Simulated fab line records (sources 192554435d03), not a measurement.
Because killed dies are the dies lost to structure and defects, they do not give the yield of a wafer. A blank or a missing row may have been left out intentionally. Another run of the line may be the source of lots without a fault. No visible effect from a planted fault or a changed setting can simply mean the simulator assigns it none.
Struck lot and sound lot, side by side -- flow n5_finfet -- 18 out of 1938 route steps
Sound: these wafers, L582.2, L582.4, L582.6. Wafers struck: L576.1, L576.3, L576.4. The cause is named last.
For every step that has rows: the tool of each side, followed by ch and its chambers, followed by its first start. Under that, the readings that differ: sound wafers -- struck wafers -- difference of the means -- sigmas: that difference in standard deviations of wafers without a fault.
alike: readings whose means differ by less than 2 such deviations, and words and numbers that are the same on both sides. not compared: withheld readings, readings that some wafer has no value for, bounds like >300 that may hide the same value, and numbers for which the record gives no deviation and whose values overlap.
A row with sigmas, a row that says differs or no value, or rows on one side alone: a step with any of these is where the two part. Numbers that have no deviation but don't overlap get no sigmas and don't part them. A reading missing from all wafers of one side parts the sides only when that side holds two or more wafers.

first, 11 steps without rows for these wafers: N5_FIN_SAQP_DESCUM_21 (chemistry O2, time 7.9 s); N5_FIN_SAQP_ETCH_51 (etches SiARC in CF4, target depth 45.5 nm, time 75.8 s); N5_FIN_SAQP_ETCH_52 (etches SOC in N2/H2, target depth 100 nm, overetch 20 nm, time 150 s); N5_FIN_SAQP_STRIP_53 (strips in N2/H2); N5_FIN_SAQP_HM_OPEN_73 (chemistry CHF3/O2, target SiO2, stops on a-Si, target depth 12 nm, time 16.8 s); N5_FIN_SAQP_STRIP_74 (strips in CHF3/O2); N5_FIN_SAQP_MANDREL_ETCH_22 (etches a-Si in HBr/Cl2, stops on SiNx, target depth 60 nm, bt time 10 s, time 30 s); N5_FIN_SAQP_STRIP_55 (strips in N2/H2); N5_FIN_SAQP_STRIP_23 (strips in SPM, time 750 s); N5_FIN_SAQP_SRD_66 (time 30 s); N5_FIN_SAQP_RECESS_75 (chemistry HF/NH3, target SiO2, target depth 14.4 nm, afs cycles 3, sublimation time 60 s).
N5_FIN_SAQP_SPACER1_ALD_24: deposits SiO2, target thk 20.3 nm, pulse time 1 s, purge time 2 s.
  sound on ald_sin-01 ch 1,2, day 7 19:27; struck on ald_sin-04 ch 1,2,3, day 6 04:55
reading,sound,struck,difference,sigmas
ald_cycles,218 218 218,173 173 173,-45,
model.SiO2_of_FIN_SAQP_SPACER1_ALD_24.thk_nm (nm),20.2 20.4 20.2,16.2 16 16,-4.2,
  alike: heater_power_w, precursor_pulse_height_rel
then, 1 step without rows for these wafers: N5_FIN_SAQP_SPACER1_ETCHBACK_25 (etches SiO2 in CHF3/O2, target depth 24.4 nm, time 12.2 s).
N5_FIN_SAQP_MANDREL1_REMOVE_56: chemistry HBr/Cl2/O2, target a-Si, stops on SiNx, bt time 10 s.
  sound on rie_si-05 ch 1,3, day 7 20:16; struck on rie_si-05 ch 1,2,3, day 6 05:46
reading,sound,struck,difference,sigmas
model.FIN_SAQP.cd_nm (nm),20.2 20.2 20.2,16.2 16.2 16,-4.1,
  alike: HBr_flow_sccm, drypump_motor_current_A, he_backside_leak_sccm, oes_product_au, throttle_valve_pct
  not compared: rf_hours_counter_h
N5_FIN_SAQP_CD_MEAS_27: target cd 20 nm.
  sound on cd_sem-01 ch 0, day 7 20:22; struck on cd_sem-03 ch 0, day 6 05:52
reading,sound,struck,difference,sigmas
cd_nm (nm),20.09 20.10 20.24,16.28 16.27 16.56,-3.77,-19
then, 1 step without rows for these wafers: N5_FIN_SAQP_ETCH_57 (etches SiNx in CH3F/O2, target depth 32.5 nm, time 46.4 s).
N5_BEOL_M4_RC_MEAS_101:
  the record has rows for the sound wafers here (prober-02 ch 0, day 14 06:38) and none for the struck ones
-- the record jumps here: 11 days lie between the struck wafers' starts before and after (it left off in module BEOL_M4 and takes up again in module PASSIVATION, whose first step shown is number 1936 of the route) --
N5_PASSIVATION_PROBE_49:
  the record has rows for the struck wafers here (prober-02, day 16 21:45) and none for the sound ones

== WHERE THEY PART ==
At N5_FIN_SAQP_CD_MEAS_27 first; at N5_PASSIVATION_PROBE_49 last (within this record only).

WHY: what the simulator had put in
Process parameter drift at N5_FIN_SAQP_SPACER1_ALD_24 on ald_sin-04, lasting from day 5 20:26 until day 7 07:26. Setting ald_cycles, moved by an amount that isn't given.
